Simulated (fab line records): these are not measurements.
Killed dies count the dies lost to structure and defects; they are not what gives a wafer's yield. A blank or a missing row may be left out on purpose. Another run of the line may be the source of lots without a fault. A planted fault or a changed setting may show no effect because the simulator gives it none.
2 desks, one fault ; flow nand_harc ; what lay behind the numbers comes last; until then each desk has only its own

THE METROLOGY DESK
Means of the sampled wafers that have a number, per lot and without regard to the tool the lot ran on: this is what the gauges read. Any lot whose mean is over 4 standard deviations away from the usual mean is out of limits and marked OUT; that distance is given in the brackets.
Columns: A = cd_nm at NHARC_A_M1_CD_MEAS_16, usual 119.9 nm
lot;first seen here;A
L652;day 23 20:59;120.5
L653;day 23 23:04;120.4
L654;day 24 03:43;120.4
L656;day 25 05:04;120.3
L660;day 26 18:32;119.4
L662;day 27 15:02;119.9
L664;day 27 21:20;119.6
L663;day 27 22:57;120.0
L667;day 29 14:47;120.0
L668;day 29 20:40;120.6
L669;day 29 21:02;119.4
L666;day 29 22:02;120.2
L672;day 32 22:41;119.6
Finding of this desk: none of the 13 lots has anything out of limits.

AT THE TOOL OWNER'S DESK: rie_diel-04
The tool's own readings at NHARC_A_BONDPAD_STRIP_15 (strips in O2): means of the sampled wafers that have a number, for each lot that ran on this tool. Any lot whose mean is over 4 standard deviations away from the usual mean is out of limits and marked OUT; that distance is given in the brackets.
Columns: A = chamber_pressure_mTorr at NHARC_A_BONDPAD_STRIP_15, usual 60.00 mTorr; B = drypump_motor_current_A at NHARC_A_BONDPAD_STRIP_15, usual 5.73 A; C = oes_product_au at NHARC_A_BONDPAD_STRIP_15, usual 1.000 a.u.; D = rf_vpp_V at NHARC_A_BONDPAD_STRIP_15, usual 57.6 V; E = showerhead_plenum_p_Torr at NHARC_A_BONDPAD_STRIP_15, usual 3.46 Torr; F = throttle_valve_pct at NHARC_A_BONDPAD_STRIP_15, usual 17.038 %
lot;first seen here;A;B;C;D;E;F
L652;day 24 01:49;60.07;5.92;0.996;57.4;3.44;17.034
L654;day 24 08:56;59.97;5.96;1.003;57.8;3.45;17.034
L664;day 28 02:11;60.03;5.82;0.995;58.2;3.54;17.037
L667;day 29 19:36;60.00;5.76;1.005;58.0;3.52;17.040
L668;day 30 01:20;49.21 (-99 or more) OUT;5.73;0.993;57.2;3.57;17.036
L669;day 30 02:10;49.25 (-99 or more) OUT;5.74;0.998;57.9;3.59;17.041
L666;day 30 03:10;49.26 (-99 or more) OUT;5.79;0.997;57.5;3.52;17.039
L672;day 33 03:29;60.03;5.95;0.999;58.0;3.44;17.041
This desk's finding: out of limits on L666, L668, L669; first on L668, day 30 01:20 (chamber_pressure_mTorr at NHARC_A_BONDPAD_STRIP_15). Within limits: L652, L654, L664, L667, L672.

ALL TOGETHER
At day 30 01:20, on L666, L668, L669, the tool owner's desk was in a position to raise an alarm.
At the metrology desk, nothing out of limits was observed.
The metrology desk holds a record of L666, L668, L669, inside its limits.
On rie_diel-04, each named lot ran NHARC_A_BONDPAD_STRIP_15.

WHAT WAS PUT IN BY THE SIMULATOR
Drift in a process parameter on rie_diel-04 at NHARC_A_BONDPAD_STRIP_15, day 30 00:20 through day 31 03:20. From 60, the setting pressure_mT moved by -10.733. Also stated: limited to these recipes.
Shown lots that were struck: L666, L668, L669.
Hours from the fault's start to each desk's first reading out of limits: the tool owner's desk, 1.
